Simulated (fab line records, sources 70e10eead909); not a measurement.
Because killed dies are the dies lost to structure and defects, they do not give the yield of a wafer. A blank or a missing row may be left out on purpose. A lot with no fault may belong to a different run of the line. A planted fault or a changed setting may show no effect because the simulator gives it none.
Which tool did it? -- flow nand-harc -- 12 lots with 36 wafers sampled at 4 steps, on a route of 1302 steps

WHAT EACH GAUGE READ, for each wafer
NHARC_P_ZERO_WELL_CD_MEAS_24: the cd target is 720 nm.
lot,measured,on,cd-nm (nm)
L666,day 1 22:28,cd-sem-01,716.6 718.2 716.7
L667,day 2 08:28,cd-sem-02,724.8 720.9 720.3
L668,day 2 18:29,cd-sem-02,726.5 724.5 724.0
L670,day 3 14:28,cd-sem-03,719.7 717.9 717.8
L671,day 4 00:35,cd-sem-03,718.2 715.0 718.1
L672,day 4 10:28,cd-sem-02,724.4 715.2 720.4
L674,day 5 06:30,cd-sem-03,719.4 716.4 717.3
L675,day 5 16:42,cd-sem-02,718.6 722.1 718.6
L676,day 6 02:20,cd-sem-02,677.1 672.0 675.5
L686,day 10 07:33,cd-sem-01,720.7 717.9 719.5
L688,day 11 02:38,cd-sem-02,722.0 721.8 723.1
L689,day 11 12:28,cd-sem-03,714.4 715.7 715.0

NHARC_P_ZERO_WELL_CD_MEAS_37: the cd target is 720 nm.
lot,measured,on,cd-nm (nm)
L666,day 2 00:07,cd-sem-02,717.1 718.6 717.9
L667,day 2 10:06,cd-sem-01,719.0 719.8 718.1
L668,day 2 20:07,cd-sem-03,715.8 717.6 717.0
L670,day 3 16:02,cd-sem-02,716.4 723.3 725.3
L671,day 4 02:10,cd-sem-03,719.0 718.9 721.9
L672,day 4 11:59,cd-sem-01,719.2 718.6 721.7
L674,day 5 08:02,cd-sem-01,712.5 714.8 714.1
L675,day 5 18:13,cd-sem-03,722.8 718.6 720.6
L676,day 6 03:53,cd-sem-01,719.0 715.0 714.2
L686,day 10 09:09,cd-sem-02,718.9 723.1 715.0
L688,day 11 04:11,cd-sem-03,717.9 719.5 718.6
L689,day 11 14:06,cd-sem-03,720.7 722.3 719.2

WHICH TOOL RAN EACH LOT (tool, then ch and the chambers of the sampled wafers, then the start)
lot,NHARC_P_ZERO_WELL_EXPOSE_21,NHARC_P_ZERO_WELL_DESCUM_26
L666,"krf-scanner-02 ch 0, day 1 22:19","rie-diel-02 ch 0,1,2, day 1 22:40"
L667,"krf-scanner-01 ch 0, day 2 08:18","rie-diel-02 ch 0,2, day 2 08:38"
L668,"krf-scanner-02 ch 0, day 2 18:19","rie-diel-09 ch 0,1,2, day 2 18:38"
L670,"krf-scanner-01 ch 0, day 3 14:19","rie-diel-09 ch 0,1,2, day 3 14:38"
L671,"krf-scanner-01 ch 0, day 4 00:25","rie-diel-02 ch 1,2,3, day 4 00:46"
L672,"krf-scanner-01 ch 0, day 4 10:19","rie-diel-09 ch 1,2,3, day 4 10:38"
L674,"krf-scanner-02 ch 0, day 5 06:21","rie-diel-02 ch 0,1,3, day 5 06:42"
L675,"krf-scanner-01 ch 0, day 5 16:33","rie-diel-12 ch 0,1,3, day 5 16:53"
L676,"krf-scanner-01 ch 0, day 6 02:11","rie-diel-09 ch 0,2,3, day 6 02:33"
L686,"krf-scanner-01 ch 0, day 10 07:23","rie-diel-09 ch 0,3, day 10 07:48"
L688,"krf-scanner-01 ch 0, day 11 02:29","rie-diel-09 ch 2,3, day 11 02:49"
L689,"krf-scanner-01 ch 0, day 11 12:19","rie-diel-12 ch 1,2, day 11 12:38"
- NHARC_P_ZERO_WELL_EXPOSE_21: exposes mask P NWELL, target cd 720 nm.
- NHARC_P_ZERO_WELL_DESCUM_26: chemistry O2, time 3 s.

WHAT THE TOOLS THEMSELVES READ (means of the sampled wafers that have a number; where no wafer has one, the mark that the record gives instead)
NHARC_P_ZERO_WELL_DESCUM_26.
lot,tool,drypump-motor-current-A (A),oes-product-au (a.u.),rf-vpp-V (V),showerhead-plenum-p-Torr (Torr),throttle-valve-pct (%)
L666,rie-diel-02,5.9,1.002,57.6,1.92,11.311
L667,rie-diel-02,5.8,0.984,58.1,1.87,11.313
L668,rie-diel-09,5.7,0.995,58.2,1.99,11.307
L670,rie-diel-09,5.7,0.992,58.5,1.98,11.304
L671,rie-diel-02,5.7,1.010,57.2,1.88,11.304
L672,rie-diel-09,5.9,0.998,57.6,1.95,11.315
L674,rie-diel-02,5.8,1.011,58.8,1.91,11.314
L675,rie-diel-12,5.4,1.009,57.3,1.93,11.300
L676,rie-diel-09,5.6,1.004,57.7,1.93,11.320
L686,rie-diel-09,5.5,1.011,56.7,1.88,11.305
L688,rie-diel-09,5.8,1.006,57.3,1.89,11.314
L689,rie-diel-12,5.7,0.983,57.4,1.81,11.311

THE ANSWER, worked out from the rows above alone
Rule: the usual values come from the lots themselves. Put in order of their means at a reading, lots are off if they are a third of the lots or fewer, leave a main group of 4 or more, and stand apart from it by a gap of 3 or more times the standard deviation of the main group's means; of several such gaps the widest counts. If all means in a main group match to the digits the tables above print for the reading, that group is not used. A lot without any number at a reading at which 4 lots or more have one is off too. Where the step has rows for the other lots, those lots are counted as sound. First the gauges in route order, then the tools' own readings, where a lot's mean is used as printed above. The first step at which some lot is off is used, and at that step the reading that is off furthest; a lot without a number counts as furthest.
Off at NHARC_P_ZERO_WELL_CD_MEAS_24 (cd-nm): L676. The main group has a mean of 719.4 nm with a standard deviation of 2.7.
If a tool, at a process step before that reading, ran all the lots that are off and no sound lot after the first of them, it fits. Those tools and the gauges at NHARC_P_ZERO_WELL_CD_MEAS_24 are tried in the same way. None of those tried fits.

WHAT WAS PUT IN BY THE SIMULATOR
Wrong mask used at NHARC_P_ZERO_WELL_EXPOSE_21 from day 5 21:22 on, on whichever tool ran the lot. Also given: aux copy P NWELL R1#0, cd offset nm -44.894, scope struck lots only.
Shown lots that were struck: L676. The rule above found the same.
